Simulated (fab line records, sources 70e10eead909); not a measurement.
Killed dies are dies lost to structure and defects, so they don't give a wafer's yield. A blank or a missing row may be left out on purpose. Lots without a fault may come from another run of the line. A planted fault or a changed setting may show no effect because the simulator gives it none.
Which tool did it? | flow nand_harc | 12 lots, 36 wafers sampled, at 3 steps of a route of 1302

WHAT THE GAUGES READ, wafer by wafer
NHARC_P_M1_OVL_MEAS_10: pitch 260 nm.
lot  | measured     | on         | overlay_x_nm (nm)
L075 | day 6 14:25  | overlay-01 | 2.0 1.8 1.2
L078 | day 7 23:10  | overlay-02 | 0.1 0.3 -0.5
L079 | day 8 14:31  | overlay-02 | 0.1 -0.4 0.2
L081 | day 9 12:49  | overlay-02 | -1.6 -1.4 -1.1
L083 | day 10 08:28 | overlay-01 | 0.2 0.0 0.3
L086 | day 11 00:24 | overlay-01 | 1.0 1.1 0.7
L087 | day 11 10:22 | overlay-02 | 1.1 1.3 0.9
L089 | day 12 16:11 | overlay-01 | -1.1 -1.4 -1.0
L091 | day 13 14:21 | overlay-02 | -0.4 -0.5 -1.0
L093 | day 14 00:57 | overlay-02 | -1.0 -1.3 -1.1
L095 | day 14 22:08 | overlay-02 | -0.3 0.0 0.0
L097 | day 15 16:13 | overlay-02 | -0.4 -0.3 -0.2

WHICH TOOL RAN EACH LOT (tool, then ch and the chambers of the sampled wafers, then the start)
lot  | NHARC_P_CONTACT_DESCUM_17          | NHARC_P_M0_DEP_32
L075 | rie_diel-04 ch 0,1, day 6 06:04    | pecvd-03 ch 0,1, day 6 13:07
L078 | rie_diel-04 ch 1,2,3, day 7 14:58  | pecvd-03 ch 1,2, day 7 21:55
L079 | rie_diel-04 ch 0,3, day 8 06:05    | pecvd-01 ch 0,1,2, day 8 13:23
L081 | rie_diel-05 ch 1,2,3, day 9 04:58  | pecvd-04 ch 0,1,2, day 9 11:46
L083 | rie_diel-04 ch 0,2,3, day 10 00:21 | pecvd-01 ch 0,1, day 10 07:08
L086 | rie_diel-13 ch 2,3, day 10 15:48   | pecvd-01 ch 1,2, day 10 23:07
L087 | rie_diel-04 ch 0,1,3, day 11 02:22 | pecvd-04 ch 0,1,2, day 11 09:02
L089 | rie_diel-04 ch 0,1,2, day 12 06:58 | pecvd-01 ch 0,1,2, day 12 14:49
L091 | rie_diel-04 ch 1,2,3, day 13 06:05 | pecvd-03 ch 0,2, day 13 13:01
L093 | rie_diel-13 ch 0,1,3, day 13 16:54 | pecvd-04 ch 0,1,2, day 13 23:40
L095 | rie_diel-13 ch 0,1, day 14 12:44   | pecvd-01 ch 0,1,2, day 14 20:56
L097 | rie_diel-05 ch 0,1, day 15 08:11   | pecvd-03 ch 0,1,2, day 15 15:05
- NHARC_P_CONTACT_DESCUM_17: chemistry O2, time 3 s.
- NHARC_P_M0_DEP_32: deposits SiCN, target thk 30 nm.

THE ANSWER, worked out from the rows above alone
Rule: what is usual is taken from the lots themselves. Put in order of their means at a reading, lots are off if they are a third of the lots or fewer, leave a main group of 4 or more, and stand apart from it by a gap of 3 or more times the standard deviation of the main group's means; of several such gaps the widest counts. A main group whose means are all the same, to the digits that the tables above print for the reading, isn't used. A lot without any number at a reading at which 4 lots or more have one is off too. The other lots that the step has rows for count as sound.
No lot is off at any reading shown: from this, nothing can be told.

WHAT THE SIMULATOR HAD PUT IN
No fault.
